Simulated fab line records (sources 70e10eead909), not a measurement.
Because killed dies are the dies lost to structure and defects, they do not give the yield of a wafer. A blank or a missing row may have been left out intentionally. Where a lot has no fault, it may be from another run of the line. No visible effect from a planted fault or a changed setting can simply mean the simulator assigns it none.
fab line records / flow nandHarc
record lots=5 wafers=15 lastDay=24
route steps=1159 shown P_GATE@170 END@1159
lots that met no fault: from a run of the same line without faults
startH: start of the lot's first displayed wafer, in hours after the record's first day / waitH: hours since the lot's step before / " repeats the value in the row above / L1.1+2: a single row standing in for several wafers / - no value present, or no start provided / * or withheld: withheld / < > ~ a bound
route shown NAME@n: a module of which the file shows steps, and the number in the route of the first / usual: mean/standard deviation taken from wafers without a fault / same: alike in all rows / chamber/n: place in a boat / sites: each site's reading / _std_site: standard deviation of those values / _edge_site: mean of outer sites minus mean of inner sites / radiusMm: how far each site lies from the wafer's centre / mask NAME#n: copy n / behind: tool/chamber where the wafer was last shaped / hold: what put the lot on hold/how long, in hours/how the hold closed / device: which transistor (n, p or np) failed to switch / end of line: tests run on the same wafers once the route is complete / a step given without rows: its recipe and nothing more / killed: dies that structure and defects cost at the first sort, which is not the same as the wafer's yield / map: shows each die of a wafer: x if killed, . if not, _ if none is there
set.NAME: the setting the step ran with; set.NAME@STEP: the setting that earlier step ran with / model.NAME: the simulator's own value behind a step, which no gauge read
lots seen at some steps along the route; tables by step, rows by wafer
services: from which hour (startH, from the record's first day; less than 0 if before it) a tool's chamber was out of use, for how many hours, and why
## steps
# step NHARC_P_GATE_CD_MEAS_46
# recipe targetCdNm=720 landingEnergyEv=500
# usual cdNm=719.5/1.3
# same landingEnergyEv=500
lot.wafer=L632.4 tool=cdSem-01 chamber=0 startH=133.71 waitH=- cdNm=718.2
lot.wafer=L632.5 tool=cdSem-01 chamber=0 startH=133.71 waitH=- cdNm=719.7
lot.wafer=L632.6 tool=cdSem-01 chamber=0 startH=133.71 waitH=- cdNm=719.3
lot.wafer=L639.2 tool=cdSem-01 chamber=0 startH=183.04 waitH=- cdNm=717.9
lot.wafer=L639.3 tool=cdSem-01 chamber=0 startH=183.04 waitH=- cdNm=719.4
lot.wafer=L639.6 tool=cdSem-01 chamber=0 startH=183.04 waitH=- cdNm=719.6
lot.wafer=L637.2 tool=cdSem-02 chamber=0 startH=184.04 waitH=- cdNm=720.2
lot.wafer=L637.4 tool=cdSem-02 chamber=0 startH=184.04 waitH=- cdNm=719.7
lot.wafer=L637.5 tool=cdSem-02 chamber=0 startH=184.04 waitH=- cdNm=720.7
lot.wafer=L643.1 tool=cdSem-02 chamber=0 startH=203.48 waitH=- cdNm=719.6
lot.wafer=L643.3 tool=cdSem-02 chamber=0 startH=203.48 waitH=- cdNm=722.0
lot.wafer=L643.5 tool=cdSem-02 chamber=0 startH=203.48 waitH=- cdNm=718.9
lot.wafer=L649.1 tool=cdSem-01 chamber=0 startH=238.22 waitH=- cdNm=722.0
lot.wafer=L649.2 tool=cdSem-01 chamber=0 startH=238.22 waitH=- cdNm=718.8
lot.wafer=L649.5 tool=cdSem-01 chamber=0 startH=238.22 waitH=- cdNm=719.2
# step NHARC_P_GATE_HARDBAKE_47
# recipe tempC=125 timeS=80
# step NHARC_P_GATE_DESCUM_48
# recipe timeS=3 o2FlowSccm=200 arFlowSccm=0 biasPowerW=0 chemistry=O2
# usual drypumpMotorCurrentA=5.5/0.52 mfcArSccm=0.017/0.016 oesProductAu=0.999/0.0075 rfVppV=57.8/0.9 showerheadPlenumPTorr=1.91/0.083 throttleValvePct=11.310/0.0094
lot.wafer=L632.4 tool=rieDiel-07 chamber=3 startH=133.90 waitH=- drypumpMotorCurrentA=5.1 mfcArSccm=0.028 oesProductAu=0.998 rfHoursCounterH=14 rfVppV=57.6 showerheadPlenumPTorr=1.86 throttleValvePct=11.316
lot.wafer=L632.5 tool=rieDiel-07 chamber=0 startH=133.90 waitH=- drypumpMotorCurrentA=5.3 mfcArSccm=0.021 oesProductAu=0.991 rfHoursCounterH=- rfVppV=57.5 showerheadPlenumPTorr=1.98 throttleValvePct=11.301
lot.wafer=L632.6 tool=rieDiel-07 chamber=1 startH=133.90 waitH=- drypumpMotorCurrentA=5.0 mfcArSccm=0 oesProductAu=0.999 rfHoursCounterH=- rfVppV=58.5 showerheadPlenumPTorr=2.02 throttleValvePct=11.298
lot.wafer=L639.2 tool=rieDiel-07 chamber=0 startH=183.23 waitH=- drypumpMotorCurrentA=5.3 mfcArSccm=0.021 oesProductAu=0.987 rfHoursCounterH=23 rfVppV=57.1 showerheadPlenumPTorr=1.98 throttleValvePct=11.330
lot.wafer=L639.3 tool=rieDiel-07 chamber=1 startH=183.23 waitH=- drypumpMotorCurrentA=5.0 mfcArSccm=0 oesProductAu=0.994 rfHoursCounterH=23 rfVppV=57.9 showerheadPlenumPTorr=2.01 throttleValvePct=11.305
lot.wafer=L639.6 tool=rieDiel-07 chamber=2 startH=183.23 waitH=- drypumpMotorCurrentA=5.0 mfcArSccm=0.045 oesProductAu=1.001 rfHoursCounterH=- rfVppV=58.4 showerheadPlenumPTorr=1.98 throttleValvePct=11.314
lot.wafer=L637.4 tool=rieDiel-07 chamber=1 startH=184.19 waitH=- drypumpMotorCurrentA=5.0 mfcArSccm=0 oesProductAu=0.993 rfHoursCounterH=23 rfVppV=58.8 showerheadPlenumPTorr=2.01 throttleValvePct=11.300
lot.wafer=L637.2 tool=rieDiel-07 chamber=3 startH=184.19 waitH=- drypumpMotorCurrentA=5.1 mfcArSccm=0.028 oesProductAu=0.998 rfHoursCounterH=20 rfVppV=57.2 showerheadPlenumPTorr=1.86 throttleValvePct=11.306
lot.wafer=L637.5 tool=rieDiel-07 chamber=1 startH=184.19 waitH=- drypumpMotorCurrentA=5.0 mfcArSccm=0 oesProductAu=0.995 rfHoursCounterH=- rfVppV=59.3 showerheadPlenumPTorr=2.01 throttleValvePct=11.313
lot.wafer=L643.1 tool=rieDiel-08 chamber=2 startH=203.64 waitH=- drypumpMotorCurrentA=5.2 mfcArSccm=0 oesProductAu=1.010 rfHoursCounterH=29 rfVppV=58.3 showerheadPlenumPTorr=2.07 throttleValvePct=11.311
lot.wafer=L643.3 tool=rieDiel-08 chamber=0 startH=203.64 waitH=- drypumpMotorCurrentA=5.9 mfcArSccm=0.001 oesProductAu=1.012 rfHoursCounterH=29 rfVppV=55.0 showerheadPlenumPTorr=1.79 throttleValvePct=11.309
lot.wafer=L643.5 tool=rieDiel-08 chamber=3 startH=203.64 waitH=- drypumpMotorCurrentA=5.5 mfcArSccm=0.038 oesProductAu=1.014 rfHoursCounterH=- rfVppV=57.5 showerheadPlenumPTorr=1.79 throttleValvePct=11.309
lot.wafer=L649.2 tool=rieDiel-04 chamber=1 startH=238.39 waitH=- drypumpMotorCurrentA=5.0 mfcArSccm=0.004 oesProductAu=1.003 rfHoursCounterH=47 rfVppV=57.7 showerheadPlenumPTorr=1.90 throttleValvePct=11.301
lot.wafer=L649.1 tool=rieDiel-04 chamber=2 startH=238.39 waitH=- drypumpMotorCurrentA=5.4 mfcArSccm=0.025 oesProductAu=0.991 rfHoursCounterH=41 rfVppV=58.1 showerheadPlenumPTorr=1.90 throttleValvePct=11.306
lot.wafer=L649.5 tool=rieDiel-04 chamber=1 startH=238.39 waitH=- drypumpMotorCurrentA=5.0 mfcArSccm=0.004 oesProductAu=0.992 rfHoursCounterH=- rfVppV=57.7 showerheadPlenumPTorr=1.90 throttleValvePct=11.323
# step NHARC_P_GATE_IMPLANT_49
# recipe energyKev=30 doseCm2=3e+15 tiltDeg=7
# step NHARC_P_GATE_STRIP_111
# recipe powerW=1500 tempC=110 timeS=250 chemistry=N2/H2
# usual drypumpMotorCurrentA=5.9/0.49 heaterPowerW=88/6.8
lot.wafer=L632.4 tool=plasmaAsher-01 chamber=0 startH=134.39 waitH=0.3 drypumpMotorCurrentA=6.7 heaterPowerW=84 rfHoursCounterH=-
lot.wafer=L632.5 tool=plasmaAsher-01 chamber=1 startH=134.39 waitH=0.3 drypumpMotorCurrentA=5.7 heaterPowerW=80 rfHoursCounterH=-
lot.wafer=L632.6 tool=plasmaAsher-01 chamber=0 startH=134.39 waitH=0.3 drypumpMotorCurrentA=6.6 heaterPowerW=87 rfHoursCounterH=-
lot.wafer=L639.2 tool=plasmaAsher-01 chamber=1 startH=183.57 waitH=0.2 drypumpMotorCurrentA=5.8 heaterPowerW=81 rfHoursCounterH=24
lot.wafer=L639.3 tool=plasmaAsher-01 chamber=1 startH=183.57 waitH=0.2 drypumpMotorCurrentA=5.8 heaterPowerW=79 rfHoursCounterH=-
lot.wafer=L639.6 tool=plasmaAsher-01 chamber=0 startH=183.57 waitH=0.2 drypumpMotorCurrentA=6.6 heaterPowerW=87 rfHoursCounterH=-
lot.wafer=L637.2 tool=plasmaAsher-01 chamber=1 startH=185.11 waitH=0.5 drypumpMotorCurrentA=5.8 heaterPowerW=81 rfHoursCounterH=25
lot.wafer=L637.4 tool=plasmaAsher-01 chamber=1 startH=185.11 waitH=0.5 drypumpMotorCurrentA=5.8 heaterPowerW=81 rfHoursCounterH=-
lot.wafer=L637.5 tool=plasmaAsher-01 chamber=0 startH=185.11 waitH=0.5 drypumpMotorCurrentA=6.7 heaterPowerW=88 rfHoursCounterH=-
lot.wafer=L643.1 tool=plasmaAsher-02 chamber=1 startH=204.20 waitH=0.4 drypumpMotorCurrentA=5.3 heaterPowerW=104 rfHoursCounterH=5
lot.wafer=L643.3 tool=plasmaAsher-02 chamber=0 startH=204.20 waitH=0.4 drypumpMotorCurrentA=5.8 heaterPowerW=89 rfHoursCounterH=-
lot.wafer=L643.5 tool=plasmaAsher-02 chamber=0 startH=204.20 waitH=0.4 drypumpMotorCurrentA=5.8 heaterPowerW=88 rfHoursCounterH=-
lot.wafer=L649.1 tool=plasmaAsher-01 chamber=1 startH=238.75 waitH=0.2 drypumpMotorCurrentA=5.7 heaterPowerW=78 rfHoursCounterH=46
lot.wafer=L649.2 tool=plasmaAsher-01 chamber=0 startH=238.75 waitH=0.2 drypumpMotorCurrentA=6.6 heaterPowerW=90 rfHoursCounterH=46
lot.wafer=L649.5 tool=plasmaAsher-01 chamber=0 startH=238.75 waitH=0.2 drypumpMotorCurrentA=6.7 heaterPowerW=92 rfHoursCounterH=-
# step NHARC_P_GATE_STRIP_75
# recipe powerW=1500 tempC=250 chemistry=O2
# usual drypumpMotorCurrentA=5.9/0.48 heaterPowerW=332/26
lot.wafer=L632.4 tool=plasmaAsher-01 chamber=0 startH=134.57 waitH=0.1 drypumpMotorCurrentA=6.6 heaterPowerW=319 rfHoursCounterH=-
lot.wafer=L632.5 tool=plasmaAsher-01 chamber=1 startH=134.57 waitH=0.1 drypumpMotorCurrentA=5.7 heaterPowerW=300 rfHoursCounterH=-
lot.wafer=L632.6 tool=plasmaAsher-01 chamber=0 startH=134.57 waitH=0.1 drypumpMotorCurrentA=6.6 heaterPowerW=329 rfHoursCounterH=-
lot.wafer=L639.2 tool=plasmaAsher-01 chamber=1 startH=183.88 waitH=0.3 drypumpMotorCurrentA=5.7 heaterPowerW=306 rfHoursCounterH=24
lot.wafer=L639.3 tool=plasmaAsher-01 chamber=1 startH=183.88 waitH=0.3 drypumpMotorCurrentA=5.8 heaterPowerW=298 rfHoursCounterH=-
lot.wafer=L639.6 tool=plasmaAsher-01 chamber=0 startH=183.88 waitH=0.3 drypumpMotorCurrentA=6.6 heaterPowerW=331 rfHoursCounterH=-
lot.wafer=L637.2 tool=plasmaAsher-01 chamber=1 startH=185.41 waitH=0.3 drypumpMotorCurrentA=5.8 heaterPowerW=301 rfHoursCounterH=26
lot.wafer=L637.4 tool=plasmaAsher-01 chamber=1 startH=185.41 waitH=0.3 drypumpMotorCurrentA=5.8 heaterPowerW=293 rfHoursCounterH=-
lot.wafer=L637.5 tool=plasmaAsher-01 chamber=0 startH=185.41 waitH=0.3 drypumpMotorCurrentA=6.6 heaterPowerW=337 rfHoursCounterH=-
lot.wafer=L643.1 tool=plasmaAsher-02 chamber=1 startH=204.46 waitH=0.2 drypumpMotorCurrentA=5.3 heaterPowerW=388 rfHoursCounterH=5
lot.wafer=L643.3 tool=plasmaAsher-02 chamber=0 startH=204.46 waitH=0.2 drypumpMotorCurrentA=5.8 heaterPowerW=337 rfHoursCounterH=-
lot.wafer=L643.5 tool=plasmaAsher-02 chamber=0 startH=204.46 waitH=0.2 drypumpMotorCurrentA=5.8 heaterPowerW=352 rfHoursCounterH=-
lot.wafer=L649.1 tool=plasmaAsher-01 chamber=1 startH=239.05 waitH=0.2 drypumpMotorCurrentA=5.7 heaterPowerW=305 rfHoursCounterH=47
lot.wafer=L649.2 tool=plasmaAsher-01 chamber=0 startH=239.05 waitH=0.2 drypumpMotorCurrentA=6.6 heaterPowerW=339 rfHoursCounterH=47
lot.wafer=L649.5 tool=plasmaAsher-01 chamber=0 startH=239.05 waitH=0.2 drypumpMotorCurrentA=6.7 heaterPowerW=324 rfHoursCounterH=-
# step NHARC_P_GATE_STRIP_50
# recipe timeS=900 tempC=130 chemistry=SPM
# step NHARC_P_GATE_DEHYDRATE_51
# recipe tempC=150 timeS=120
# step NHARC_P_GATE_HMDS_52
# recipe timeS=30
# step NHARC_P_GATE_COAT_53
# recipe spinRpm=3000
# step NHARC_P_GATE_SOFTBAKE_54
# recipe tempC=122 timeS=95
# step NHARC_P_GATE_EBR_55
# step NHARC_P_GATE_EXPOSE_56
# recipe na=0.6 targetCdNm=720 doseMj=14.81 maskId=P_PSD
# usual exposureDoseMJCm2=14.814/0.016
lot.wafer=L632.4 tool=krfScanner-01 chamber=0 startH=135.32 waitH=- mask=P_PSD#0 exposureDoseMJCm2=14.799
lot.wafer=L632.5 tool=krfScanner-01 chamber=0 startH=135.32 waitH=- mask=P_PSD#0 exposureDoseMJCm2=14.812
lot.wafer=L632.6 tool=krfScanner-01 chamber=0 startH=135.32 waitH=- mask=P_PSD#0 exposureDoseMJCm2=14.798
lot.wafer=L639.2 tool=krfScanner-04 chamber=0 startH=184.65 waitH=- mask=P_PSD#0 exposureDoseMJCm2=14.831
lot.wafer=L639.3 tool=krfScanner-04 chamber=0 startH=184.65 waitH=- mask=P_PSD#0 exposureDoseMJCm2=14.832
lot.wafer=L639.6 tool=krfScanner-04 chamber=0 startH=184.65 waitH=- mask=P_PSD#0 exposureDoseMJCm2=14.806
lot.wafer=L637.2 tool=krfScanner-01 chamber=0 startH=186.18 waitH=- mask=P_NSD#0 exposureDoseMJCm2=14.829
lot.wafer=L637.4 tool=krfScanner-01 chamber=0 startH=186.18 waitH=- mask=P_NSD#0 exposureDoseMJCm2=14.827
lot.wafer=L637.5 tool=krfScanner-01 chamber=0 startH=186.18 waitH=- mask=P_NSD#0 exposureDoseMJCm2=14.822
lot.wafer=L643.1 tool=krfScanner-01 chamber=0 startH=205.10 waitH=- mask=P_PSD#0 exposureDoseMJCm2=14.814
lot.wafer=L643.3 tool=krfScanner-01 chamber=0 startH=205.10 waitH=- mask=P_PSD#0 exposureDoseMJCm2=14.818
lot.wafer=L643.5 tool=krfScanner-01 chamber=0 startH=205.10 waitH=- mask=P_PSD#0 exposureDoseMJCm2=14.804
lot.wafer=L649.1 tool=krfScanner-03 chamber=0 startH=239.83 waitH=- mask=P_PSD#0 exposureDoseMJCm2=14.800
lot.wafer=L649.2 tool=krfScanner-03 chamber=0 startH=239.83 waitH=- mask=P_PSD#0 exposureDoseMJCm2=14.797
lot.wafer=L649.5 tool=krfScanner-03 chamber=0 startH=239.83 waitH=- mask=P_PSD#0 exposureDoseMJCm2=14.796
# step NHARC_P_GATE_PEB_57
# recipe pebTempC=118 pebTimeS=85
# step NHARC_P_GATE_DEVELOP_58
# recipe timeS=70
# step NHARC_P_GATE_CD_MEAS_59
# recipe targetCdNm=720 landingEnergyEv=500
# usual cdNm=719.2/1.3
# same landingEnergyEv=500
lot.wafer=L632.4 tool=cdSem-03 chamber=0 startH=135.47 waitH=- cdNm=720.2
lot.wafer=L632.5 tool=cdSem-03 chamber=0 startH=135.47 waitH=- cdNm=720.9
lot.wafer=L632.6 tool=cdSem-03 chamber=0 startH=135.47 waitH=- cdNm=721.2
lot.wafer=L639.2 tool=cdSem-03 chamber=0 startH=184.81 waitH=- cdNm=718.5
lot.wafer=L639.3 tool=cdSem-03 chamber=0 startH=184.81 waitH=- cdNm=719.9
lot.wafer=L639.6 tool=cdSem-03 chamber=0 startH=184.81 waitH=- cdNm=718.6
lot.wafer=L637.2 tool=cdSem-02 chamber=0 startH=186.34 waitH=- cdNm=-
lot.wafer=L637.4 tool=cdSem-02 chamber=0 startH=186.34 waitH=- cdNm=-
lot.wafer=L637.5 tool=cdSem-02 chamber=0 startH=186.34 waitH=- cdNm=-
lot.wafer=L643.1 tool=cdSem-01 chamber=0 startH=205.26 waitH=- cdNm=719.0
lot.wafer=L643.3 tool=cdSem-01 chamber=0 startH=205.26 waitH=- cdNm=718.8
lot.wafer=L643.5 tool=cdSem-01 chamber=0 startH=205.26 waitH=- cdNm=718.0
lot.wafer=L649.1 tool=cdSem-02 chamber=0 startH=239.99 waitH=- cdNm=719.2
lot.wafer=L649.2 tool=cdSem-02 chamber=0 startH=239.99 waitH=- cdNm=720.3
lot.wafer=L649.5 tool=cdSem-02 chamber=0 startH=239.99 waitH=- cdNm=719.6
# step NHARC_P_GATE_HARDBAKE_60
# recipe tempC=125 timeS=80
# step NHARC_END_SORT_01
# recipe tempC=25
# usual killedAtArray=27/11 killedAtOther=0.7/0.93 killedAtPeriphery=2.9/1.9 killedDies=30/11 killedOpen=3.1/1.7 killedShort=1.9/1.3
# same grossDies=677
lot.wafer=L637.2 tool=prober-01 chamber=0 startH=523.82 waitH=2.8 killedAtArray=20 killedAtOther=0 killedAtPeriphery=657 killedDies=677 killedOpen=4 killedShort=2
lot.wafer=L637.4 tool=prober-01 chamber=0 startH=525.44 waitH=3.4 killedAtArray=22 killedAtOther=0 killedAtPeriphery=655 killedDies=677 killedOpen=5 killedShort=3
lot.wafer=L637.5 tool=prober-01 chamber=0 startH=526.25 waitH=3.7 killedAtArray=23 killedAtOther=0 killedAtPeriphery=654 killedDies=677 killedOpen=3 killedShort=2
# killed by level:class
L637.2 P_GATE:areaExpose=657 A_CHANNEL_HOLE_D1:chamberFilmFlake=5 A_STAIRCASE:chamberFilmFlake=4 A_ZERO_WELL:chamberFilmFlake=3 A_CONTACT:geometricParticle:open=2 A_CHANNEL_FILL_D1:geometricParticle:short=1 A_WL_FILL:geometricParticle:open=1 A_CONTACT:geometricParticle:short=1
L637.4 P_GATE:areaExpose=653 A_CHANNEL_HOLE_D1:chamberFilmFlake=6 A_ZERO_WELL:chamberFilmFlake=3 A_STAIRCASE:chamberFilmFlake=3 A_CONTACT:chamberFilmFlake=3 P_M0:geometricParticle:open=1 A_ONON_D1:geometricParticle:short=1 A_CHANNEL_HOLE_D1:geometricParticle:short=1
L637.5 P_GATE:areaExpose=652 A_STAIRCASE:chamberFilmFlake=9 A_CHANNEL_HOLE_D1:chamberFilmFlake=5 A_CHANNEL_FILL_D1:geometricParticle:short=2 P_M1:chamberFilmFlake=2 A_ZERO_WELL:chamberFilmFlake=2 A_ONON_D1:geometricParticle:open=1 A_CONTACT:geometricParticle:open=1
# map L637.2 (x killed, . not)
____________x____________
_________xxxxxxx_________
_______xxxxxxxxxxx_______
______xxxxxxxxxxxxx______
_____xxxxxxxxxxxxxxx_____
____xxxxxxxxxxxxxxxxx____
____xxxxxxxxxxxxxxxxx____
___xxxxxxxxxxxxxxxxxxx___
___xxxxxxxxxxxxxxxxxxx___
__xxxxxxxxxxxxxxxxxxxxx__
__xxxxxxxxxxxxxxxxxxxxx__
_xxxxxxxxxxxxxxxxxxxxxxx_
_xxxxxxxxxxxxxxxxxxxxxxx_
_xxxxxxxxxxxxxxxxxxxxxxx_
_xxxxxxxxxxxxxxxxxxxxxxx_
_xxxxxxxxxxxxxxxxxxxxxxx_
xxxxxxxxxxxxxxxxxxxxxxxxx
xxxxxxxxxxxxxxxxxxxxxxxxx
xxxxxxxxxxxxxxxxxxxxxxxxx
xxxxxxxxxxxxxxxxxxxxxxxxx
xxxxxxxxxxxxxxxxxxxxxxxxx
_xxxxxxxxxxxxxxxxxxxxxxx_
_xxxxxxxxxxxxxxxxxxxxxxx_
_xxxxxxxxxxxxxxxxxxxxxxx_
_xxxxxxxxxxxxxxxxxxxxxxx_
_xxxxxxxxxxxxxxxxxxxxxxx_
__xxxxxxxxxxxxxxxxxxxxx__
__xxxxxxxxxxxxxxxxxxxxx__
___xxxxxxxxxxxxxxxxxxx___
___xxxxxxxxxxxxxxxxxxx___
____xxxxxxxxxxxxxxxxx____
____xxxxxxxxxxxxxxxxx____
_____xxxxxxxxxxxxxxx_____
______xxxxxxxxxxxxx______
_______xxxxxxxxxxx_______
_________xxxxxxx_________
____________x____________
# map L632.5 (x killed, . not)
____________.____________
_________x......_________
_______..........._______
______.x...........______
_____..............._____
____...........x.....____
____......x..x.......____
___...................___
___.....x.............___
__........x............__
__.....................__
_......................._
_......................._
_......................._
_......................x_
_......................._
.........x...............
.........................
.........................
.........................
..x......................
_......................._
_......................._
_......................._
_......................._
_....................x.._
__.....x...............__
__.....................__
___.................x.___
___...................___
____...x.............____
____......x.......x..____
_____..............._____
______.............______
_______.x........._______
_________......._________
____________.____________
## services
tool=rieDiel-04 chamber=- startH=111.99 hours=9.0 kind=pm
tool=rieDiel-07 chamber=2 startH=112.09 hours=6.9 kind=repair
tool=rieDiel-08 chamber=- startH=124.93 hours=9.0 kind=pm
tool=krfScanner-04 chamber=- startH=126.00 hours=4.0 kind=pm
tool=rieDiel-07 chamber=0 startH=133.76 hours=- kind=clean
tool=rieDiel-07 chamber=1 startH=133.76 hours=- kind=clean
tool=rieDiel-07 chamber=2 startH=133.76 hours=- kind=clean
tool=rieDiel-07 chamber=3 startH=133.76 hours=- kind=clean
tool=rieDiel-07 chamber=2 startH=136.51 hours=10.7 kind=repair
tool=rieDiel-07 chamber=0 startH=158.26 hours=- kind=clean
tool=rieDiel-07 chamber=1 startH=158.26 hours=- kind=clean
tool=rieDiel-07 chamber=2 startH=158.26 hours=- kind=clean
tool=krfScanner-03 chamber=- startH=168.00 hours=4.0 kind=pm
tool=rieDiel-07 chamber=3 startH=168.76 hours=12.6 kind=repair
tool=krfScanner-04 chamber=- startH=176.33 hours=0.4 kind=repair
tool=plasmaAsher-02 chamber=- startH=183.08 hours=9.0 kind=pm
tool=rieDiel-07 chamber=1 startH=187.53 hours=10.0 kind=repair
tool=rieDiel-04 chamber=2 startH=190.99 hours=3.0 kind=repair
tool=plasmaAsher-02 chamber=- startH=200.75 hours=1.5 kind=repair
tool=krfScanner-01 chamber=- startH=218.27 hours=5.0 kind=repair
tool=rieDiel-07 chamber=- startH=228.20 hours=9.0 kind=pm
tool=krfScanner-01 chamber=- startH=229.22 hours=0.4 kind=repair
tool=rieDiel-04 chamber=2 startH=230.12 hours=1.6 kind=repair
tool=krfScanner-03 chamber=- startH=235.55 hours=1.6 kind=repair
## key
firstSign step=NHARC_P_GATE_EXPOSE_56 reading=mask direction=changed
effect step=NHARC_P_GATE_CD_MEAS_59 reading=cdNm direction=missing
effect step=NHARC_END_SORT_01 reading=killedAtPeriphery direction=up sigmas=99+ usual=2.9 struck=655.3
moreKillsBornAt NHARC_P_GATE_EXPOSE_56@krfScanner-01=1962
metAt NHARC_P_GATE_EXPOSE_56
struckWafers L637.2,L637.4,L637.5
laterRowsLeftOut L637.2,L637.4,L637.5
testerLeftOut L637
onsetBetween 135.32 186.18
fault kind=wrongMask tool=any chamber=- onsetH=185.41 steps=NHARC_P_GATE_EXPOSE_56 auxCopy=P_NSD#0 scope=struckLotsOnly
# testerLeftOut: of these lots the tester's yield and bins aren't shown, on N5 and GAA mostly nor the transistor test; their killed dies are dies lost to structure and defects alone, not to doping, threshold or leakage, so they don't give the yield
# laterRowsLeftOut: the simulator's readings of these wafers behind a module that went badly wrong aren't trusted and aren't shown, but for the sort
